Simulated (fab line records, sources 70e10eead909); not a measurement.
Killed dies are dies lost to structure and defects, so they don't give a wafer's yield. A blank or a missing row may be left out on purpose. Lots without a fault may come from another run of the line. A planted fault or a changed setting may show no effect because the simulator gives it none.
Chamber matching | flow nand_harc | NHARC_A_STAIRCASE_TRIM_187 on rie_diel-04: 4 sister chambers
The step chemistry O2, time 211.2 s. 14 wafers are shown with their chamber, then 7 later ones without.

WAFERS WITH THEIR CHAMBER
wafer  | chamber | drypump_motor_current_A (A) | showerhead_plenum_p_Torr (Torr) | chamber_pressure_mTorr (mTorr)
L077.3 | 0       | 5.9                         | 3.61                            | 60.03
L077.4 | 3       | 6.7                         | 3.38                            | 59.91
L077.6 | 3       | 6.7                         | 3.38                            | 59.98
L075.2 | 3       | 6.7                         | 3.38                            | 60.06
L075.4 | 1       | 5.0                         | 3.51                            | 60.03
L075.6 | 2       | 5.4                         | 3.51                            | 60.03
L082.2 | 1       | 5.0                         | 3.50                            | 60.07
L082.3 | 2       | 5.4                         | 3.50                            | 59.97
L082.6 | 2       | 5.4                         | 3.50                            | 60.04
L081.1 | 0       | 5.9                         | 3.61                            | 59.98
L081.4 | 0       | 5.9                         | 3.61                            | 60.00
L081.6 | 2       | 5.4                         | 3.50                            | 60.04
L091.2 | 1       | 5.0                         | 3.49                            | 60.09
L091.4 | 0       | 6.0                         | 3.60                            | 59.98

SIGNATURES (means of the wafers above)
reading                  | chamber 0 | chamber 1 | chamber 2 | chamber 3 | scatter within a chamber
drypump_motor_current_A  | 5.925     | 5.000     | 5.400     | 6.700     | 0.0274
showerhead_plenum_p_Torr | 3.6075    | 3.5000    | 3.5025    | 3.3800    | 0.00592
chamber_pressure_mTorr   | 59.9975   | 60.0633   | 60.0200   | 59.9833   | 0.0427
Rule: a wafer's distance from a chamber is the root of the sum, over the readings, of the square of ((its reading less the chamber's mean) divided by the reading's scatter). The wafer belongs to the nearest chamber; if the next one is less than 2 further off, it can't be placed. The scatter: the root of (the sum of the squares of (reading less its chamber's mean) over the shown wafers, divided by (wafers less chambers)).

WAFERS WITHOUT THEIR CHAMBER
wafer  | drypump_motor_current_A (A) | showerhead_plenum_p_Torr (Torr) | chamber_pressure_mTorr (mTorr)
L091.6 | 5.0                         | 3.49                            | 60.05
L093.2 | 6.7                         | 3.37                            | 59.94
L093.3 | 5.4                         | 3.49                            | 59.89
L093.4 | 5.0                         | 3.49                            | 60.00
L095.2 | 5.4                         | 3.49                            | 59.98
L095.5 | 5.9                         | 3.59                            | 60.02
L095.6 | 5.0                         | 3.49                            | 60.06

WHICH CHAMBER EACH WENT THROUGH
wafer  | from the rows above | in truth
L091.6 | 1                   | 1
L093.2 | 3                   | 3
L093.3 | 2                   | 2
L093.4 | 1                   | 1
L095.2 | 2                   | 2
L095.5 | 0                   | 0
L095.6 | 1                   | 1
Placed correctly: 7 of 7. Can't be placed from these rows: 0. Placed wrongly: 0.
